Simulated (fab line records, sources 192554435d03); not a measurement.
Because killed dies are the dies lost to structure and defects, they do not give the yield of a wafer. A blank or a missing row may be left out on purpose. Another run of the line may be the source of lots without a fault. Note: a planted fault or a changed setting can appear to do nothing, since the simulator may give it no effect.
fab line records | flow n5-finfet
record: lots: 10 | wafers: 28 | last-day: 18
route steps=1938 shown BEOL_M2@843 BEOL_M4@1111 PASSIVATION@1936
lots untouched by any fault: they come from a run of this same line in which no faults occurred
start-h: hours from the record's first day to the start of the lot's first wafer shown | wait-h: hours since the lot's step before | " same as the row above | L1.1+2: one row covering several wafers at once | - value missing, or start not given | * or withheld: withheld | < > ~ a bound
route shown NAME@n: names a module that has steps shown in the file, with the first one's number in the route | usual: the fault-free wafers' mean and standard deviation | same: alike in all rows | chamber/n: place in a boat | sites: each site's reading | _std_site: standard deviation across them | _edge_site: outer sites' mean less inner sites' | radius-mm: how far each site lies from the wafer's centre | mask NAME#n: copy n | behind: the last tool/chamber to shape the wafer | hold: why the lot was held/for how many hours/how that ended | device: transistor that didn't switch, given as n, p or np | end of line: the route-end tests of the same wafers | a step without rows: its recipe alone | killed: not the wafer's yield, but the dies lost to structure and defects at the first sort | map: the dies of a wafer, with x for killed, . for not killed, _ for no die there
set.NAME: the setting that was run; set.NAME@STEP: the one run at that earlier step | model.NAME: the simulator's own value behind a step, which no gauge read
a sample of lots followed through the steps of the route, with each step as a table and each wafer as a row
services: from which hour (start-h, from the record's first day; less than 0 if before it) a tool's chamber was out of use, for how many hours, and why
== steps ==
step: N5_BEOL_M2_PECVD_72
recipe: material: SiO2 | target-thk-a: 160 | temp-c: 400 | precursor: TEOS/O2 | pressure-torr: 5.5 | rf-w: 450 | teos-flow-sccm: 53.8 | gas: O2 | flow-sccm: 3000 | time-s: 18
usual: heater-power-w: 789/120 | showerhead-plenum-p-Torr: 8.79/0.066 | throttle-valve-pct: 22.9/1.2
lot.wafer | tool     | chamber | start-h | wait-h | heater-power-w | showerhead-plenum-p-Torr | since-wet-clean-h | throttle-valve-pct
L193.2    | pecvd-03 | 2       | 131.26  | 0.0    | 661            | 8.76                     | 444               | 21.9
L193.4    | "        | 0       | "       | "      | 668            | 8.78                     | -                 | 23.0
L193.6    | "        | 2       | "       | "      | 685            | 8.72                     | -                 | 21.7
L195.3    | pecvd-04 | 1       | 145.50  | 0.0    | 966            | 8.83                     | 1393              | 24.8
L195.5    | "        | 0       | "       | "      | 862            | 8.81                     | -                 | 23.1
L195.6    | "        | 2       | "       | "      | 890            | 8.75                     | -                 | 22.9
L197.1    | pecvd-03 | 0       | 153.66  | 0.0    | 592            | 8.77                     | 1220              | 22.9
L197.3    | "        | 2       | "       | "      | 659            | 8.76                     | 466               | 21.9
L197.4    | "        | 2       | "       | "      | 672            | 8.74                     | -                 | 22.0
L202.4    | pecvd-04 | 2       | 194.82  | 0.1    | 781            | 8.74                     | -                 | 22.8
L202.6    | "        | 0       | "       | "      | 893            | 8.79                     | -                 | 23.0
L203.3    | pecvd-04 | 2       | 196.81  | 0.0    | 877            | 8.76                     | 2169              | 23.0
L203.4    | "        | 0       | "       | "      | 834            | 8.82                     | -                 | 23.4
L207.2    | pecvd-04 | 0       | 211.77  | 0.0    | 922            | 8.80                     | 734               | 23.4
L207.4    | "        | 1       | "       | "      | 814            | 8.82                     | -                 | 25.2
L207.5    | "        | 1       | "       | "      | 821            | 8.84                     | -                 | 25.0
L210.3    | pecvd-03 | 2       | 239.90  | 0.0    | 700            | 8.76                     | 552               | 22.0
L210.5    | "        | 2       | "       | "      | 695            | 8.74                     | -                 | 22.1
L210.6    | "        | 0       | "       | "      | 627            | 8.77                     | -                 | 23.1
L213.1    | pecvd-02 | 2       | 256.30  | 0.0    | 683            | 8.69                     | 359               | 21.5
L213.5    | "        | 1       | "       | "      | 701            | 8.92                     | -                 | 22.5
L213.6    | "        | 2       | "       | "      | 692            | 8.69                     | -                 | 21.4
L215.1    | pecvd-04 | 0       | 271.85  | 0.0    | 880            | 8.79                     | 794               | 23.6
L215.2    | "        | 1       | "       | "      | 949            | 8.84                     | 1519              | 24.9
L215.5    | "        | 1       | "       | "      | 962            | 8.84                     | -                 | 25.1
L216.2    | pecvd-04 | 2       | 272.11  | 0.0    | 853            | 8.76                     | 41                | 21.4
L216.3    | "        | 0       | "       | "      | 858            | 8.80                     | 795               | 23.4
L216.5    | "        | 0       | "       | "      | 891            | 8.79                     | -                 | 23.5
step: N5_BEOL_M2_ANNEAL_87
recipe: temp-c: 400 | time-s: 240 | ambient: vacuum
usual: heater-power-w: 849/69
lot.wafer | tool           | chamber | start-h | wait-h | heater-power-w
L193.2    | pvd-sputter-02 | -       | 136.45  | 0.0    | 861
L193.4    | "              | -       | "       | "      | 999
L193.6    | "              | -       | "       | "      | 922
L195.3    | pvd-sputter-02 | -       | 156.84  | 0.0    | 891
L195.5    | "              | -       | "       | "      | 778
L195.6    | "              | -       | "       | "      | 905
L197.1    | pvd-sputter-01 | -       | 177.71  | 0.0    | 746
L197.3    | "              | -       | "       | "      | 869
L197.4    | "              | -       | "       | "      | 783
L202.4    | pvd-sputter-01 | -       | 208.42  | 0.0    | 890
L202.6    | "              | -       | "       | "      | 889
L203.3    | pvd-sputter-03 | -       | 209.28  | 0.0    | 816
L203.4    | "              | -       | "       | "      | 858
L207.2    | pvd-sputter-02 | -       | 218.65  | 0.0    | 927
L207.4    | "              | -       | "       | "      | 975
L207.5    | "              | -       | "       | "      | 896
L210.3    | pvd-sputter-01 | -       | 249.79  | 0.0    | 763
L210.5    | "              | -       | "       | "      | 787
L210.6    | "              | -       | "       | "      | 724
L213.1    | pvd-sputter-03 | -       | 265.59  | 0.0    | 902
L213.5    | "              | -       | "       | "      | 815
L213.6    | "              | -       | "       | "      | 870
L215.1    | pvd-sputter-03 | -       | 279.36  | 0.0    | 925
L215.2    | "              | -       | "       | "      | 849
L215.5    | "              | -       | "       | "      | 836
L216.2    | pvd-sputter-03 | -       | 281.60  | 0.0    | 807
L216.3    | "              | -       | "       | "      | 836
L216.5    | "              | -       | "       | "      | 938
step: N5_BEOL_M2_ANNEAL_51
recipe: temp-c: 225 | time-s: 90 | ambient: N2
usual: wafer_temp_C_max: 225.96/0.25
lot.wafer | tool          | chamber | start-h | wait-h | wafer_temp_C_max
L193.2    | rtp-anneal-02 | 0       | 137.71  | 0.1    | 226.03
L193.4    | "             | 0       | "       | "      | 225.76
L193.6    | "             | 0       | "       | "      | 225.98
L195.3    | rtp-anneal-01 | 0       | 158.15  | 0.1    | 226.01
L195.5    | "             | 0       | "       | "      | 225.98
L195.6    | "             | 0       | "       | "      | 225.79
L197.1    | rtp-anneal-01 | 0       | 178.93  | 0.1    | 225.81
L197.3    | "             | 0       | "       | "      | 226.06
L197.4    | "             | 0       | "       | "      | 226.17
L202.4    | rtp-anneal-01 | 0       | 209.78  | 0.2    | 225.73
L202.6    | "             | 0       | "       | "      | 226.20
L203.3    | rtp-anneal-01 | 0       | 210.59  | 0.1    | 225.87
L203.4    | "             | 0       | "       | "      | 225.57
L207.2    | rtp-anneal-01 | 0       | 219.92  | 0.1    | 226.25
L207.4    | "             | 0       | "       | "      | 226.06
L207.5    | "             | 0       | "       | "      | 226.59
L210.3    | rtp-anneal-02 | 0       | 251.09  | 0.1    | 226.08
L210.5    | "             | 0       | "       | "      | 225.88
L210.6    | "             | 0       | "       | "      | 225.62
L213.1    | rtp-anneal-02 | 0       | 266.81  | 0.1    | 225.51
L213.5    | "             | 0       | "       | "      | 225.64
L213.6    | "             | 0       | "       | "      | 225.66
L215.1    | rtp-anneal-01 | 0       | 280.58  | 0.1    | 225.82
L215.2    | "             | 0       | "       | "      | 225.91
L215.5    | "             | 0       | "       | "      | 225.75
L216.2    | rtp-anneal-02 | 0       | 282.86  | 0.1    | 225.84
L216.3    | "             | 0       | "       | "      | 226.18
L216.5    | "             | 0       | "       | "      | 225.75
step: N5_BEOL_M2_CMP_52
recipe: stop-on: SiOC | t-overpolish-s: 6.8 | down-force-psi: 1 | platen-rpm: 50 | clearing-platen-down-force-psi: 1.5 | clearing-platen-rpm: 50 | post-cmp-clean: cu-alkaline | target-thk-nm: 40 | clearing-platen-pad-velocity-m-s: 0.99484 | pad-velocity-m-s: 0.99484
usual: barrier-field-endpoint-s: 24.5/0.72 | motor-current-A: 5.9/0.69 | pad-life-wafers: 1103/710
lot.wafer | tool   | chamber | start-h | wait-h | barrier-field-endpoint-s | motor-current-A | pad-life-wafers
L193.4    | cmp-01 | 1       | 137.96  | 0.1    | 25.8                     | 6.2             | 1788
L193.2    | "      | 0       | "       | "      | 24.7                     | 5.2             | 1791
L193.6    | "      | 2       | "       | "      | 25.1                     | 7.3             | -
L195.3    | cmp-01 | 1       | 158.43  | 0.2    | 24.2                     | 6.6             | 1976
L195.6    | "      | 3       | "       | "      | 23.8                     | 6.4             | -
L195.5    | "      | 0       | "       | "      | 23.8                     | 5.3             | -
L197.4    | cmp-02 | 3       | 179.53  | 0.2    | 25.1                     | 5.2             | 295
L197.1    | "      | 0       | "       | "      | 23.7                     | 5.7             | 296
L197.3    | "      | 1       | "       | "      | 23.8                     | 5.0             | 297
L202.4    | cmp-03 | 1       | 210.05  | 0.2    | 29.0                     | 5.6             | 1689
L202.6    | "      | 3       | "       | "      | 27.8                     | 5.5             | -
L203.3    | cmp-02 | 0       | 210.80  | 0.2    | 24.0                     | 5.6             | 546
L203.4    | "      | 2       | "       | "      | 28.5                     | 5.6             | 548
L207.4    | cmp-03 | 2       | 220.24  | 0.2    | 30.8                     | 5.7             | 1766
L207.2    | "      | 3       | "       | "      | 24.7                     | 5.3             | 1767
L207.5    | "      | 0       | "       | "      | 26.3                     | 7.0             | -
L210.3    | cmp-03 | 3       | 251.30  | 0.2    | 24.0                     | 5.4             | 1950
L210.6    | "      | 3       | "       | "      | 24.7                     | 5.6             | -
L210.5    | "      | 0       | "       | "      | 25.4                     | 6.8             | -
L213.1    | cmp-03 | 3       | 267.10  | 0.3    | 24.4                     | 5.0             | 2052
L213.5    | "      | 3       | "       | "      | 25.0                     | 5.4             | -
L213.6    | "      | 0       | "       | "      | 25.7                     | 6.8             | -
L215.1    | cmp-02 | 0       | 280.89  | 0.3    | 24.5                     | 5.8             | 1164
L215.2    | "      | 2       | "       | "      | 25.0                     | 5.5             | 1166
L215.5    | "      | 0       | "       | "      | 25.1                     | 6.1             | -
L216.2    | cmp-01 | 2       | 283.15  | 0.2    | 24.2                     | 7.2             | 811
L216.3    | "      | 0       | "       | "      | 23.9                     | 5.5             | 813
L216.5    | "      | 1       | "       | "      | 23.2                     | 6.2             | -
step: N5_BEOL_M2_PRE_CLEAN_60
recipe: gas: NH3/H2 | time-s: 15 | temp-c: * | rf-power-w: 300
usual: heater-power-w: 84/15
lot.wafer | tool      | chamber | start-h | wait-h | heater-power-w | since-wet-clean-h
L193.2    | cvd-co-01 | 2       | 138.29  | 0.0    | 76             | 439
L193.4    | "         | 2       | "       | "      | 76             | -
L193.6    | "         | 0       | "       | "      | 63             | -
L195.3    | cvd-co-01 | 2       | 158.68  | 0.0    | 77             | 459
L195.5    | "         | 2       | "       | "      | 75             | -
L195.6    | "         | 0       | "       | "      | 61             | -
L197.1    | cvd-co-02 | 0       | 179.83  | 0.0    | 100            | 721
L197.3    | "         | 1       | "       | "      | 108            | 1158
L197.4    | "         | 2       | "       | "      | 81             | -
L202.4    | cvd-co-02 | 0       | 210.29  | 0.1    | 100            | -
L202.6    | "         | 2       | "       | "      | 82             | -
L203.3    | cvd-co-01 | 0       | 211.13  | 0.0    | 63             | 971
L203.4    | "         | 0       | "       | "      | 61             | -
L207.2    | cvd-co-01 | 1       | 220.55  | 0.1    | 77             | 84
L207.4    | "         | 0       | "       | "      | 64             | -
L207.5    | "         | 1       | "       | "      | 77             | -
L210.3    | cvd-co-01 | 0       | 251.63  | 0.0    | 63             | 1012
L210.5    | "         | 0       | "       | "      | 63             | -
L210.6    | "         | 1       | "       | "      | 77             | -
L213.1    | cvd-co-01 | 1       | 267.43  | 0.0    | 77             | 131
L213.5    | "         | 2       | "       | "      | 79             | -
L213.6    | "         | 1       | "       | "      | 79             | -
L215.1    | cvd-co-02 | 1       | 281.22  | 0.0    | 110            | 1260
L215.2    | "         | 0       | "       | "      | 104            | 823
L215.5    | "         | 2       | "       | "      | 87             | -
L216.2    | cvd-co-02 | 1       | 283.44  | 0.0    | 106            | 1262
L216.3    | "         | 0       | "       | "      | 104            | 825
L216.5    | "         | 2       | "       | "      | 84             | -
step: N5_BEOL_M4_RC_MEAS_101
usual: DIBL_N: 36.0/1.8 | DIBL_P: 36.3/2.4 | IOFF_N: 0.16/0.035 | IOFF_P: 0.21/0.036 | ION_N: 673/13 | ION_P: 461/7.2 | SS_N: 71.4/0.6 | SS_P: 73.2/0.7 | VT_N: 250/4 | VT_P: -250.9/2.9
lot.wafer | tool      | chamber | start-h | wait-h | DIBL_N[mV/V] | DIBL_P[mV/V] | IOFF_N[nA/um] | IOFF_P[nA/um] | ION_N[uA/um] | ION_P[uA/um] | SS_N[mV/dec] | SS_P[mV/dec] | VT_N[mV] | VT_P[mV]
L193.2    | prober-01 | 0       | 159.93  | 0.2    | 40.9         | 41.0         | 0.27          | 0.32          | 695          | 472          | 72.0         | 74.4         | 240      | -242.9
L193.4    | "         | 0       | "       | "      | 39.8         | 39.5         | 0.23          | 0.29          | 695          | 474          | 72.1         | 74.1         | 245      | -243.5
L193.6    | "         | 0       | "       | "      | 36.5         | 35.0         | 0.16          | 0.23          | 669          | 465          | 71.2         | 72.4         | 252      | -247.3
L195.3    | prober-01 | 0       | 191.50  | 0.3    | 36.3         | 37.4         | 0.17          | 0.21          | 683          | 462          | 71.5         | 73.8         | 248      | -249.2
L195.5    | "         | 0       | "       | "      | 35.8         | 37.5         | 0.16          | 0.22          | 672          | 468          | 70.7         | 72.9         | 250      | -247.8
L195.6    | "         | 0       | "       | "      | 38.5         | 40.0         | 0.23          | 0.26          | 702          | 475          | 71.8         | 73.9         | 245      | -246.1
L197.1    | prober-02 | 0       | 202.87  | 0.0    | 33.9         | 34.9         | 0.13          | 0.17          | 674          | 461          | 70.4         | 73.2         | 254      | -250.4
L197.3    | "         | 0       | "       | "      | 37.5         | 37.1         | 0.19          | 0.20          | 668          | 455          | 72.0         | 73.4         | 248      | -251.0
L197.4    | "         | 0       | "       | "      | 35.4         | 36.2         | 0.15          | 0.19          | 678          | 470          | 71.5         | 73.2         | 249      | -250.7
L202.4    | prober-01 | 0       | 242.86  | 0.5    | 36.3         | 36.1         | 0.17          | 0.20          | 683          | 464          | 71.6         | 73.7         | 247      | -252.8
L202.6    | "         | 0       | "       | "      | 39.2         | 39.5         | 0.24          | 0.26          | 691          | 459          | 72.2         | 74.0         | 244      | -249.3
L203.3    | prober-02 | 0       | 244.31  | 0.3    | 36.3         | 37.7         | 0.18          | 0.22          | 682          | 457          | 71.2         | 74.1         | 248      | -251.5
L203.4    | "         | 0       | "       | "      | 34.5         | 34.6         | 0.15          | 0.18          | 671          | 456          | 70.8         | 72.5         | 248      | -252.5
L207.2    | prober-02 | 0       | 250.14  | 0.2    | 35.4         | 34.5         | 0.16          | 0.22          | 674          | 466          | 71.8         | 73.3         | 249      | -246.7
L207.4    | "         | 0       | "       | "      | 36.7         | 35.9         | 0.19          | 0.23          | 676          | 461          | 71.8         | 73.2         | 248      | -249.6
L207.5    | "         | 0       | "       | "      | 34.1         | 33.8         | 0.14          | 0.20          | 674          | 462          | 71.0         | 72.8         | 249      | -249.5
L210.3    | prober-02 | 0       | 280.20  | 0.3    | 35.5         | 37.7         | 0.18          | 0.22          | 683          | 467          | 70.6         | 73.8         | 247      | -248.6
L210.5    | "         | 0       | "       | "      | 34.0         | 35.7         | 0.14          | 0.19          | 682          | 469          | 71.1         | 72.9         | 251      | -251.5
L210.6    | "         | 0       | "       | "      | 36.1         | 37.6         | 0.17          | 0.23          | 680          | 457          | 71.8         | 73.7         | 247      | -248.3
L213.1    | prober-02 | 0       | 286.98  | 0.0    | 36.0         | 35.9         | 0.15          | 0.20          | 675          | 461          | 71.1         | 74.0         | 252      | -250.9
L213.5    | "         | 0       | "       | "      | 33.0         | 32.7         | 0.11          | 0.16          | 668          | 459          | 70.9         | 73.1         | 253      | -252.0
L213.6    | "         | 0       | "       | "      | 37.4         | 36.6         | 0.16          | 0.21          | 667          | 457          | 71.4         | 73.7         | 253      | -251.4
L216.2    | prober-01 | 0       | 318.44  | 0.2    | 37.2         | 37.1         | 0.16          | 0.21          | 673          | 457          | 71.4         | 73.4         | 250      | -252.4
L216.3    | "         | 0       | "       | "      | 37.9         | 36.6         | 0.16          | 0.21          | 681          | 461          | 72.1         | 74.0         | 250      | -252.9
L216.5    | "         | 0       | "       | "      | 39.3         | 38.0         | 0.20          | 0.25          | 687          | 464          | 72.2         | 73.7         | 247      | -246.7
L215.1    | prober-02 | 0       | 319.72  | 0.0    | 37.5         | 39.3         | 0.18          | 0.24          | 691          | 475          | 71.0         | 73.8         | 246      | -246.5
L215.2    | "         | 0       | "       | "      | 37.7         | 39.7         | 0.18          | 0.25          | 680          | 471          | 72.0         | 74.1         | 247      | -247.2
L215.5    | "         | 0       | "       | "      | 36.6         | 38.0         | 0.16          | 0.23          | 685          | 474          | 71.1         | 73.4         | 246      | -248.1
step: N5_PASSIVATION_PROBE_49
usual: defect-limited-yield: 91.2/1.4 | killed_at_M0_to_M3: 35/11 | killed_at_M4_up: 14/5.6 | killed-at-contacts: 12/5.6 | killed-at-front-end: 38/11 | killed-at-other: 4/3.4 | killed-dies: 103/17 | killed-open: 68/12 | killed-short: 33/8.8 | sort_bin_5_function: 5.1/0.89 | sort_bin_6_memory: 3.3/0.71 | sort-n-pass: 1077/17 | sort-yield-pct: 91.2/1.4
same: gross-dies: 1180 | killed-at-back-side: 0 | sort_bin_4_leakage[%]: 0 | sort_bin_8_speed[%]: 0
lot.wafer | tool      | chamber | start-h | wait-h | defect-limited-yield[%] | killed_at_M0_to_M3 | killed_at_M4_up | killed-at-contacts | killed-at-front-end | killed-at-other | killed-dies | killed-open | killed-short | sort_bin_5_function[%] | sort_bin_6_memory[%] | sort-n-pass | sort-yield-pct[%]
L203.4    | prober-01 | -       | 352.76  | 0.2    | 93.1                    | 30                 | 9               | 10                 | 32                  | 1               | 82          | 57          | 25           | 3.8                    | 3.1                  | 1098        | 93.1
killed by level:class
L203.4 FIN_SAQP:geometric-particle:open=14 BEOL_M2:geometric-particle:open=13 FIN_SAQP:geometric-particle:short=7 MOL_CONTACT_COAG:geometric-particle:open=7 BEOL_M3:geometric-particle:open=6 BEOL_M0_SAQP:geometric-particle:open=4 MOL_CONTACT_COAG:geometric-particle:short=3 BEOL_M4:geometric-particle:open=3
== services ==
tool           | chamber | start-h | hours | kind
cvd-co-01      | 1       | 114.67  | -     | clean
cvd-co-01      | 1       | 114.67  | 22.0  | scheduled-down
cvd-co-01      | 1       | 114.67  | 22.0  | vent-cycle
pecvd-03       | -       | 116.11  | 6.0   | pm
cmp-02         | -       | 127.72  | 4.6   | pm
cmp-01         | -       | 132.22  | 4.6   | pm
cmp-02         | -       | 136.03  | 4.0   | pm
pvd-sputter-02 | -       | 162.27  | 23.5  | repair
pecvd-03       | 2       | 170.54  | 5.2   | repair
cmp-01         | -       | 178.17  | 4.0   | pm
cmp-01         | -       | 183.39  | 0.2   | repair
cvd-co-01      | 2       | 185.87  | 17.5  | repair
pecvd-04       | 2       | 202.38  | -     | clean
pecvd-04       | 2       | 202.38  | -     | consumable-replace:showerhead
pecvd-02       | 2       | 212.62  | 8.6   | repair
cmp-01         | -       | 240.40  | 0.8   | repair
cmp-03         | -       | 240.84  | 7.0   | pm
pecvd-03       | 1       | 241.93  | 22.3  | repair
cmp-01         | -       | 262.66  | 2.6   | repair
cvd-co-02      | -       | 265.01  | 0.8   | repair
cmp-01         | -       | 269.90  | 1.7   | repair
cvd-co-01      | 0       | 277.40  | 5.5   | repair
pecvd-02       | 0       | 279.07  | 4.1   | repair
cmp-03         | -       | 279.49  | 4.0   | pm
== key ==
first-sign: step: N5_BEOL_M2_CMP_52 | reading: barrier-field-endpoint-s | direction: up | sigmas: 6.3 | usual: 24.5 | struck: 29.0
effect none on later readings
met-at N5_BEOL_M2_PECVD_72
struck-lots L202,L203,L207
struck-wafers L202.4,L202.6,L203.4,L207.4
not-acting-at N5_BEOL_M2_ANNEAL_87,N5_BEOL_M2_ANNEAL_51,N5_BEOL_M2_PRE_CLEAN_60
onset-between 145.50 194.82
fault: kind: process-parameter-drift | tool: pecvd-04 | chamber: - | onset-h: 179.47 | steps: N5_BEOL_M2_PECVD_72 | channel: time-s | offset: * | shape: step | end-h: 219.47 | scope: struck-wafers-only | acts-in: * | stated: *
